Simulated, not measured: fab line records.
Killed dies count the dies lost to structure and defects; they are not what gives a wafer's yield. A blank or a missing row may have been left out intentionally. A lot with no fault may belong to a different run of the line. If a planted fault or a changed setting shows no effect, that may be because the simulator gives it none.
Which tool did it?	flow nandHarc	36 wafers from 12 lots sampled at 5 of the route's 1302 steps

WHAT THE GAUGES READ, wafer by wafer
NHARC_END_SORT_01. Usual: killedAtArray 55, standard deviation 22; killedAtOther 0.9, standard deviation 1.2; killedAtPeriphery 3.6, standard deviation 2.3; killedDies 60, standard deviation 22; killedOpen 3.2, standard deviation 1.9; killedShort 2.5, standard deviation 1.6.
lot	measured	on	killedAtArray	killedAtOther	killedAtPeriphery	killedDies	killedOpen	killedShort	flag
L932	day 28 09:15	prober-02	65	1	11	77	2	1	OFF

TOOL THAT RAN EACH LOT (tool first, then ch and the chambers of the sampled wafers, then the start)
lot	NHARC_A_SLIT_DESCUM_14	NHARC_A_WL_FILL_RTA_01	NHARC_A_WL_FILL_ETCHBACK_17	NHARC_A_WL_FILL_CMP_12
L922	rieDiel-12 ch 0,2,3, day 19 22:47	rtpAnneal-02 ch 0, day 20 12:02	rieMetal-02 ch 0,1, day 20 23:26	cmp-02 ch 0,1,2, day 21 05:19
L926	rieDiel-12 ch 1,3, day 21 03:55	rtpAnneal-01 ch 0, day 21 17:23	rieMetal-01 ch 0,1, day 22 05:06	cmp-02 ch 0,1,2, day 22 11:05
L933	rieDiel-06 ch 1,3, day 23 21:10	rtpAnneal-02 ch 0, day 24 10:35	rieMetal-03 ch 0,1, day 24 22:13	cmp-04 ch 0,3, day 25 04:07
L932	rieDiel-12 ch 0,2,3, day 23 21:51	rtpAnneal-01 ch 0, day 24 10:44	rieMetal-01 ch 1, day 24 22:17	cmp-03 ch 1,2,3, day 25 04:07
L937	rieDiel-12 ch 0,1,2, day 25 17:35	rtpAnneal-02 ch 0, day 26 07:22	rieMetal-03 ch 0,1, day 26 19:02	cmp-03 ch 0,1,3, day 27 00:53
L939	rieDiel-08 ch 0,1,3, day 26 21:58	rtpAnneal-01 ch 0, day 27 11:11	rieMetal-03 ch 0,1, day 27 22:49	cmp-02 ch 1,2,3, day 28 04:36
L938	rieDiel-06 ch 0,2,3, day 26 22:13	rtpAnneal-02 ch 0, day 27 11:11	rieMetal-02 ch 0,1, day 27 22:41	cmp-04 ch 0,1,3, day 28 04:35
L941	rieDiel-06 ch 1,2, day 27 15:02	rtpAnneal-02 ch 0, day 28 04:26	rieMetal-02 ch 1, day 28 16:02	cmp-03 ch 0,3, day 28 21:49
L940	rieDiel-12 ch 0,2,3, day 27 19:10	rtpAnneal-01 ch 0, day 28 08:30	rieMetal-03 ch 0,1, day 28 20:06	cmp-02 ch 1,3, day 29 01:59
L942	rieDiel-08 ch 0,1,3, day 28 08:35	rtpAnneal-02 ch 0, day 29 01:22	rieMetal-01 ch 0,1, day 29 12:19	cmp-04 ch 1,2,3, day 29 17:24
L944	rieDiel-08 ch 0,2, day 28 17:35	rtpAnneal-02 ch 0, day 29 09:58	rieMetal-01 ch 0,1, day 30 00:53	cmp-03 ch 0,1,2, day 30 06:47
L945	rieDiel-08 ch 0,1, day 29 10:28	rtpAnneal-02 ch 0, day 30 00:02	rieMetal-01 ch 0,1, day 30 13:53	cmp-02 ch 1,2,3, day 30 19:45
- NHARC_A_SLIT_DESCUM_14: chemistry O2, time 3 s.
- NHARC_A_WL_FILL_RTA_01: time 5 s.
- NHARC_A_WL_FILL_ETCHBACK_17: etches the open film in Cl2/BCl3, target depth 4 nm, time 26.7 s.
- NHARC_A_WL_FILL_CMP_12: polishes, t overpolish 30 s, target thk 100 nm.

WHAT THE TOOLS THEMSELVES READ (means of the sampled wafers that have a number; where no wafer has one, the mark that the record gives instead)
NHARC_A_SLIT_DESCUM_14. Usual: drypumpMotorCurrentA 5.8 A, standard deviation 0.36; mfcArSccm 0.002 sccm, standard deviation 0.0046; oesProductAu 1.005 a.u., standard deviation 0.012; rfVppV 57.5 V, standard deviation 0.95; showerheadPlenumPTorr 1.88 Torr, standard deviation 0.076; throttleValvePct 11.311 %, standard deviation 0.0086.
lot	tool	drypumpMotorCurrentA (A)	mfcArSccm (sccm)	oesProductAu (a.u.)	rfVppV (V)	showerheadPlenumPTorr (Torr)	throttleValvePct (%)	flag
L922	rieDiel-12	5.9	0.000	1.002	58.1	1.81	11.302	
L926	rieDiel-12	6.1	0.002	1.007	57.3	1.85	11.313	
L933	rieDiel-06	6.0	0.001	1.010	56.9	1.81	11.314	
L932	rieDiel-12	5.9	0.000	0.998	57.1	1.81	11.312	
L937	rieDiel-12	5.8	0.002	0.997	56.7	1.86	11.315	
L939	rieDiel-08	5.3	0.002	0.999	57.4	1.88	11.307	
L938	rieDiel-06	6.1	0.007	1.011	57.2	1.97	11.316	
L941	rieDiel-06	6.1	0.013	1.029	57.9	1.92	11.322	
L940	rieDiel-12	5.9	0.000	1.012	57.1	1.81	11.308	
L942	rieDiel-08	5.3	0.002	1.000	57.6	1.88	11.303	
L944	rieDiel-08	5.6	0.002	0.997	57.9	1.95	11.308	
L945	rieDiel-08	5.2	0.003	0.998	57.4	1.92	11.313	

NHARC_A_WL_FILL_RTA_01. Usual: lampPowerPct 30.4 %, standard deviation 2.9; wafer_temp_C_max 1004.1, standard deviation 0.92.
lot	tool	lampPowerPct (%)	wafer_temp_C_max	flag
L922	rtpAnneal-02	27.9	1003.2	
L926	rtpAnneal-01	33.8	1004.2	
L933	rtpAnneal-02	27.8	1003.8	
L932	rtpAnneal-01	33.8	1004.6	
L937	rtpAnneal-02	27.9	1003.4	
L939	rtpAnneal-01	33.8	1005.0	
L938	rtpAnneal-02	27.9	1004.0	
L941	rtpAnneal-02	27.9	1004.2	
L940	rtpAnneal-01	33.8	1004.2	
L942	rtpAnneal-02	27.9	1004.0	
L944	rtpAnneal-02	27.9	1003.8	
L945	rtpAnneal-02	27.9	1004.9	

NHARC_A_WL_FILL_ETCHBACK_17. Usual: drypumpMotorCurrentA 5.5 A, standard deviation 0.57; oesProductAu 1.009 a.u., standard deviation 0.014; runLengthS 48.1 s, standard deviation 0.35.
lot	tool	drypumpMotorCurrentA (A)	oesProductAu (a.u.)	runLengthS (s)	flag
L922	rieMetal-02	6.5	1.028	48.1	
L926	rieMetal-01	5.3	1.014	48.0	
L933	rieMetal-03	5.3	1.001	48.1	
L932	rieMetal-01	6.0	1.036	42.2	OFF
L937	rieMetal-03	5.1	1.009	48.0	
L939	rieMetal-03	5.1	1.005	48.1	
L938	rieMetal-02	6.5	1.012	48.0	
L941	rieMetal-02	6.1	1.013	48.0	
L940	rieMetal-03	5.2	1.008	48.0	
L942	rieMetal-01	5.3	1.010	48.0	
L944	rieMetal-01	5.7	1.015	47.7	
L945	rieMetal-01	5.7	1.006	47.7	

NHARC_A_WL_FILL_CMP_12. Usual: motorCurrentA 11.7 A, standard deviation 1.2; overpolishRunS 29.998 s, standard deviation 0.0091; timeToEndpointS 20 s, standard deviation 3.7.
lot	tool	motorCurrentA (A)	overpolishRunS (s)	timeToEndpointS (s)	flag
L922	cmp-02	12.1	29.997	20	
L926	cmp-02	11.3	30.005	21	
L933	cmp-04	12.2	30.003	18	
L932	cmp-03	11.6	29.998	19	
L937	cmp-03	11.0	29.992	25	
L939	cmp-02	12.2	29.982	20	
L938	cmp-04	12.1	29.987	17	
L941	cmp-03	10.9	29.999	23	
L940	cmp-02	12.9	30.000	21	
L942	cmp-04	12.8	29.994	17	
L944	cmp-03	11.7	29.996	22	
L945	cmp-02	12.1	29.992	23	

THE ANSWER, worked out from the rows above alone
Rule: take the mean of a lot's wafers that have a number; if it is more than 3 standard deviations from the usual mean, the lot is off. Also off: a lot with no number at a reading for which 4 or more lots have one. Where the step has rows for the other lots, those lots are counted as sound. First the gauges in route order, then the tools' own readings, where a lot's mean is used as printed above. At the first step where some lot is off, the reading lying furthest off is the one used; lots without a number count as furthest.
Off: L932 (NHARC_END_SORT_01, killedAtPeriphery). Neither off nor sound, because the step has no rows for them: L922, L926, L933, L937, L939, L938, L941, L940, L942, L944, L945.
If a tool, at a process step before that reading, ran all the lots that are off and no sound lot after the first of them, it fits. The gauges at NHARC_END_SORT_01 aren't tried: what is off there is off at NHARC_A_WL_FILL_ETCHBACK_17 too, on other tools, and a gauge's error can't cause that. Can't be told from this: 4 tools fit, rieDiel-12 at NHARC_A_SLIT_DESCUM_14, rtpAnneal-01 at NHARC_A_WL_FILL_RTA_01, rieMetal-01 at NHARC_A_WL_FILL_ETCHBACK_17, cmp-03 at NHARC_A_WL_FILL_CMP_12.

WHAT THE SIMULATOR PUT IN
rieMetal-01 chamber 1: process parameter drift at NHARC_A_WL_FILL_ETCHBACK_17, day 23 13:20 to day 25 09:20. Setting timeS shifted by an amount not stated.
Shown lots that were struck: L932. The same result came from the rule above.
